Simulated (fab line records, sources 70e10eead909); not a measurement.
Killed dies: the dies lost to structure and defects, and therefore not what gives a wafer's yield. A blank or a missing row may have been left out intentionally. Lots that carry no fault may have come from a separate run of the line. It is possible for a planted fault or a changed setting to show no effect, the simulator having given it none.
fab line records | flow nandHarc
[record] lots = 5 wafers = 15 lastDay = 29
route steps=1302 shown P_GATE@185 END@1302
lots untouched by any fault: they come from a run of this same line in which no faults occurred
startH: start of the lot's first displayed wafer, in hours after the record's first day | waitH: hours since the lot's step before | " the same as in the row above | L1.1+2: one row covering several wafers at once | - no value present, or no start provided | * or withheld: withheld | < > ~ a bound
route shown NAME@n: names a module that has steps shown in the file, with the first one's number in the route | usual: the fault-free wafers' mean and standard deviation | same: alike in all rows | chamber/n: place in a boat | sites: each site's reading | _std_site: the standard deviation of these | _edge_site: inner sites' mean taken away from outer sites' mean | radiusMm: how far each site lies from the wafer's centre | mask NAME#n: copy n | behind: the last tool/chamber to shape the wafer | hold: reason for holding the lot/hours on hold/outcome of the hold | device: which transistor (n, p or np) failed to switch | end of line: the route-end tests of the same wafers | where a step has no rows: the recipe by itself | killed: dies that structure and defects cost at the first sort, which is not the same as the wafer's yield | map: per-die view of a wafer (x killed, . not killed, _ where there is no die)
set.NAME: setting as actually run; set.NAME@STEP: the setting as run at that earlier step | model.NAME: the simulator's own value behind a step, which no gauge read
lots at selected steps of the route; one table per step, one row per wafer
services: when a tool's chamber went out of use (startH, in hours from the record's first day, below 0 if earlier), for how many hours, and the reason
[[steps]]
[step NHARC_P_GATE_CD_MEAS_59]
[recipe] targetCdNm = 720 landingEnergyEv = 500
[usual] cdNm = 719.8/2.4
// columns lot.wafer tool chamber startH waitH cdNm
L723.1 cdSem-01 0 107.05 - 719.3
L723.4 " 0 " " 722.0
L723.5 " 0 " " 721.6
L726.2 cdSem-03 0 138.16 - 717.4
L726.5 " 0 " " 717.8
L726.6 " 0 " " 715.5
L731.2 cdSem-02 0 197.35 - 720.4
L731.3 " 0 " " 719.5
L731.5 " 0 " " 717.5
L735.1 cdSem-02 0 232.90 - 720.2
L735.4 " 0 " " 721.0
L735.6 " 0 " " 714.5
L736.1 cdSem-03 0 261.46 - 722.0
L736.2 " 0 " " 724.3
L736.6 " 0 " " 722.1
[step NHARC_P_GATE_HARDBAKE_60]
[recipe] tempC = 125 timeS = 80
[step NHARC_P_GATE_DESCUM_61]
[recipe] timeS = 3 o2FlowSccm = 200 arFlowSccm = 0 biasPowerW = 0 chemistry = O2
[usual] drypumpMotorCurrentA = 5.7/0.46 oesProductAu = 0.999/0.014 rfVppV = 58.1/0.8 showerheadPlenumPTorr = 1.98/0.072 throttleValvePct = 11.311/0.0089
[same] biasPowerW = 0
// columns lot.wafer tool chamber startH waitH drypumpMotorCurrentA oesProductAu rfHoursCounterH rfVppV showerheadPlenumPTorr throttleValvePct
L723.1 rieDiel-09 0 107.23 - 5.7 1.003 10 58.8 2.07 11.317
L723.5 " 2 " " 5.1 0.998 - 57.1 1.92 11.311
L723.4 " 1 " " 5.4 0.995 - 58.5 2.04 11.318
L726.2 rieDiel-10 1 138.35 - 6.6 0.988 2 58.2 2.01 11.328
L726.5 " 2 " " 5.6 1.015 - 57.0 2.04 11.319
L726.6 " 3 " " 5.6 1.016 - 57.6 1.94 11.328
L731.3 rieDiel-09 3 197.52 - 6.2 0.998 2 57.7 1.99 11.315
L731.2 " 0 " " 5.7 0.996 2 57.6 2.06 11.315
L731.5 " 2 " " 5.1 1.001 - 57.0 1.92 11.301
L735.1 rieDiel-09 1 233.06 - 5.4 1.005 4 58.2 2.03 11.310
L735.4 " 0 " " 5.7 1.006 4 57.8 2.06 11.314
L735.6 " 1 " " 5.4 1.002 - 57.3 2.03 11.302
L736.2 rieDiel-05 1 261.63 - 6.3 0.975 1 57.6 1.93 11.302
L736.1 " 2 " " 5.7 0.988 0 57.8 1.98 11.309
L736.6 " 1 " " 6.3 0.972 - 58.0 1.93 11.304
[step NHARC_P_GATE_IMPLANT_62]
[recipe] energyKev = 20 doseCm2 = 3e+15 tiltDeg = 7
[step NHARC_P_GATE_STRIP_112]
[recipe] powerW = 1500 tempC = 110 timeS = 200 chemistry = N2/H2
[usual] drypumpMotorCurrentA = 5.55/0.17 heaterPowerW = 87.2/3
// columns lot.wafer tool chamber startH waitH drypumpMotorCurrentA heaterPowerW rfHoursCounterH
L723.1 plasmaAsher-01 1 107.65 0.2 5.46 84.1 26
L723.4 " 0 " " 5.79 87.8 -
L723.5 " 1 " " 5.47 88.7 -
L726.2 plasmaAsher-02 0 138.71 0.2 5.52 85.0 11
L726.6 " 0 " " 5.53 87.6 -
L726.5 " 1 " " 5.37 84.6 -
L731.2 plasmaAsher-02 0 197.90 0.2 5.58 89.5 23
L731.3 " 1 " " 5.37 81.7 -
L731.5 " 0 " " 5.57 87.8 -
L735.1 plasmaAsher-01 0 233.47 0.2 5.76 90.7 13
L735.4 " 1 " " 5.45 84.8 -
L735.6 " 1 " " 5.47 85.9 -
L736.1 plasmaAsher-02 0 262.02 0.2 5.52 91.5 1
L736.2 " 1 " " 5.36 89.7 1
L736.6 " 0 " " 5.56 92.6 -
[step NHARC_P_GATE_STRIP_76]
[recipe] powerW = 1500 tempC = 250 chemistry = O2
[usual] drypumpMotorCurrentA = 5.54/0.16 heaterPowerW = 327/12
// columns lot.wafer tool chamber startH waitH drypumpMotorCurrentA heaterPowerW rfHoursCounterH
L723.1 plasmaAsher-01 1 107.88 0.2 5.45 317 26
L723.4 " 0 " " 5.81 336 -
L723.5 " 1 " " 5.45 323 -
L726.2 plasmaAsher-02 0 138.97 0.2 5.56 320 11
L726.6 " 0 " " 5.55 322 -
L726.5 " 1 " " 5.36 302 -
L731.2 plasmaAsher-02 0 198.16 0.2 5.56 323 23
L731.3 " 1 " " 5.37 306 -
L731.5 " 0 " " 5.60 333 -
L735.1 plasmaAsher-01 0 233.70 0.2 5.79 345 13
L735.4 " 1 " " 5.45 330 -
L735.6 " 1 " " 5.46 316 -
L736.1 plasmaAsher-02 0 262.28 0.2 5.53 343 2
L736.2 " 1 " " 5.36 324 2
L736.6 " 0 " " 5.55 343 -
[step NHARC_P_GATE_STRIP_63]
[recipe] timeS = 900 tempC = 130 chemistry = SPM
[step NHARC_P_GATE_DEHYDRATE_83]
[recipe] tempC = 150 timeS = 120
[step NHARC_P_GATE_HMDS_84]
[recipe] timeS = 30
[step NHARC_P_GATE_COAT_85]
[recipe] spinRpm = 3000
[step NHARC_P_GATE_SOFTBAKE_86]
[recipe] tempC = 122 timeS = 95
[step NHARC_P_GATE_EBR_87]
[step NHARC_P_GATE_EXPOSE_88]
[recipe] na = 0.6 targetCdNm = 2000 doseMj = 11.87 maskId = P_HVN
[usual] focusOffsetNm = -0.2/0.54
// columns lot.wafer tool chamber startH waitH mask focusOffsetNm
L723.1 krfScanner-04 0 108.63 - P_HVN#0 -0.5
L723.4 " 0 " " P_HVN#0 0.0
L723.5 " 0 " " P_HVN#0 0.0
L726.2 krfScanner-03 0 139.74 - P_HVN#0 0.0
L726.5 " 0 " " P_HVN#0 -0.3
L726.6 " 0 " " P_HVN#0 0.3
L731.2 krfScanner-01 0 198.93 - P_HVN#0 -0.1
L731.3 " 0 " " P_HVN#0 -0.6
L731.5 " 0 " " P_HVN#0 -1.1
L735.1 krfScanner-04 0 234.46 - P_HVN#0 0.4
L735.4 " 0 " " P_HVN#0 -0.9
L735.6 " 0 " " P_HVN#0 -0.1
L736.1 krfScanner-01 0 262.92 - P_HVN_R1#0 -0.2
L736.2 " 0 " " P_HVN_R1#0 -0.3
L736.6 " 0 " " P_HVN_R1#0 -0.9
[step NHARC_P_GATE_PEB_89]
[recipe] pebTempC = 118 pebTimeS = 85
[step NHARC_P_GATE_DEVELOP_90]
[recipe] timeS = 70
[step NHARC_P_GATE_CD_MEAS_91]
[recipe] targetCdNm = 2000 landingEnergyEv = 500
[usual] cdNm = 1999.4/2.2
// columns lot.wafer tool chamber startH waitH hold cdNm
L723.1 cdSem-03 0 108.78 - - 1999.1
L723.4 " 0 " " - 2000.3
L723.5 " 0 " " - 1999.6
L726.2 cdSem-02 0 139.89 - - 1999.0
L726.5 " 0 " " - 1998.7
L726.6 " 0 " " - 2002.8
L731.2 cdSem-03 0 199.10 - - 2000.0
L731.3 " 0 " " - 2002.0
L731.5 " 0 " " - 2000.6
L735.1 cdSem-01 0 234.61 - - 1998.9
L735.4 " 0 " " - 1993.8
L735.6 " 0 " " - 2001.4
L736.1 cdSem-02 0 263.07 - awaitDispo/0.2h/release 2192.7
L736.2 " 0 " " awaitDispo/0.2h/release 2193.7
L736.6 " 0 " " awaitDispo/0.2h/release 2194.9
L736.1 cdSem-02 0 - - - 2192.5
L736.2 " 0 " " - 2194.0
L736.6 " 0 " " - 2194.4
[step NHARC_END_SORT_01]
[recipe] tempC = 25
[usual] defectLimitedYield = 91/3 killedAtArray = 59/21 killedAtOther = 0.8/1.1 killedAtPeriphery = 4.1/2.8 killedDies = 64/20 killedOpen = 3.1/1.7 killedShort = 2.4/1.6
[same] grossDies = 677
// columns lot.wafer tool chamber startH waitH defectLimitedYield[%] killedAtArray killedAtOther killedAtPeriphery killedDies killedOpen killedShort
L726.2 prober-01 0 603.13 2.8 90 66 2 0 68 3 3
L726.5 prober-01 0 605.52 3.7 88 78 4 0 82 2 1
L726.6 prober-01 0 606.32 4.0 88 81 0 0 81 2 5
L731.2 prober-01 0 641.06 2.8 91 55 1 4 60 3 1
L731.3 prober-01 0 641.84 3.1 94 37 0 7 44 1 2
L731.5 prober-01 0 643.42 3.6 92 49 0 5 54 3 0
// killed by level:class
L726.2 A_CHANNEL_HOLE_D1:chamberFilmFlake=26 A_SLIT:chamberFilmFlake=23 A_CHANNEL_HOLE_D2:chamberFilmFlake=4 A_STAIRCASE:chamberFilmFlake=3 A_CONTACT:chamberFilmFlake=3 A_ONON_D1:geometricParticle:open=1 A_CHANNEL_FILL_D1:geometricParticle:short=1 A_ONON_D2:geometricParticle:short=1
L726.5 A_SLIT:chamberFilmFlake=29 A_CHANNEL_HOLE_D1:chamberFilmFlake=27 A_CHANNEL_HOLE_D2:chamberFilmFlake=11 A_CONTACT:chamberFilmFlake=5 THIN_TSV:chamberFilmFlake=4 A_SOURCE_PLATE:geometricParticle:open=1 A_ONON_D1:geometricParticle:open=1 A_CHANNEL_HOLE_D1:geometricParticle:short=1
L726.6 A_CHANNEL_HOLE_D1:chamberFilmFlake=34 A_SLIT:chamberFilmFlake=22 A_CHANNEL_HOLE_D2:chamberFilmFlake=12 A_CHANNEL_FILL_D2:geometricParticle:short=3 A_CONTACT:chamberFilmFlake=3 A_SOURCE_PLATE:geometricParticle:short=1 A_ONON_D1:geometricParticle:open=1 A_CHANNEL_FILL_D2:geometricParticle:open=1
L731.2 A_CHANNEL_HOLE_D2:chamberFilmFlake=37 P_ZERO_WELL:chamberFilmFlake=3 A_CHANNEL_FILL_D2:geometricParticle:open=2 A_CHANNEL_HOLE_D1:chamberFilmFlake=2 A_DECK1_JOINT:chamberFilmFlake=2 A_CHANNEL_FILL_D2:chamberFilmFlake=2 A_STAIRCASE:chamberFilmFlake=2 A_SLIT:chamberFilmFlake=2
L731.3 A_CHANNEL_HOLE_D2:chamberFilmFlake=26 A_STAIRCASE:chamberFilmFlake=4 P_M1:chamberFilmFlake=3 P_BONDPAD:chamberFilmFlake=3 A_DECK1_JOINT:geometricParticle:short=1 A_M1:geometricParticle:open=1 A_M1:geometricParticle:short=1 P_GATE:chamberFilmFlake=1
L731.5 A_CHANNEL_HOLE_D2:chamberFilmFlake=31 A_STAIRCASE:chamberFilmFlake=7 A_CHANNEL_HOLE_D1:chamberFilmFlake=4 A_CONTACT:chamberFilmFlake=3 P_BONDPAD:chamberFilmFlake=2 A_DECK1_JOINT:geometricParticle:open=1 A_ONON_D2:geometricParticle:open=1 A_M0:geometricParticle:open=1
[[services]]
// columns tool chamber startH hours kind
rieDiel-10 0 103.80 17.0 repair
rieDiel-09 3 106.03 1.6 repair
rieDiel-10 0 121.02 50.6 repair
rieDiel-09 2 123.01 3.2 repair
rieDiel-05 - 137.59 0.8 repair
rieDiel-10 - 138.73 0.2 repair
krfScanner-01 - 140.00 4.0 pm
rieDiel-09 - 143.10 9.0 pm
rieDiel-10 2 148.44 4.9 repair
plasmaAsher-01 - 165.03 9.0 pm
rieDiel-10 2 177.62 28.1 repair
krfScanner-04 - 182.00 4.0 pm
rieDiel-10 0 196.70 20.4 repair
krfScanner-04 - 201.82 2.1 repair
krfScanner-03 - 224.03 4.0 pm
rieDiel-09 2 224.17 4.9 repair
rieDiel-10 1 225.52 8.5 repair
rieDiel-05 - 229.60 9.0 pm
krfScanner-01 - 231.85 0.8 repair
rieDiel-10 - 242.50 9.0 pm
plasmaAsher-02 - 245.49 1.5 repair
plasmaAsher-02 - 249.18 9.0 pm
rieDiel-09 0 252.10 3.7 repair
krfScanner-01 - 262.13 0.3 repair
[[key]]
[firstSign] step = NHARC_P_GATE_EXPOSE_88 reading = mask direction = changed
[effect] step = NHARC_P_GATE_CD_MEAS_91 reading = visit direction = added
[effect] step = NHARC_P_GATE_CD_MEAS_91 reading = cdNm direction = up sigmas = 87 usual = 1999.4 struck = 2193.8
metAt NHARC_P_GATE_EXPOSE_88
struckWafers L736.1,L736.2,L736.6
scrappedBehind NHARC_P_GATE_CD_MEAS_91 L736.1,L736.2,L736.6
onsetBetween 198.93 262.92
[fault] kind = wrongMask tool = any chamber = - onsetH = 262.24 steps = NHARC_P_GATE_EXPOSE_88 auxCopy = P_HVN_R1#0 cdOffsetNm = 192.71 scope = struckLotsOnly
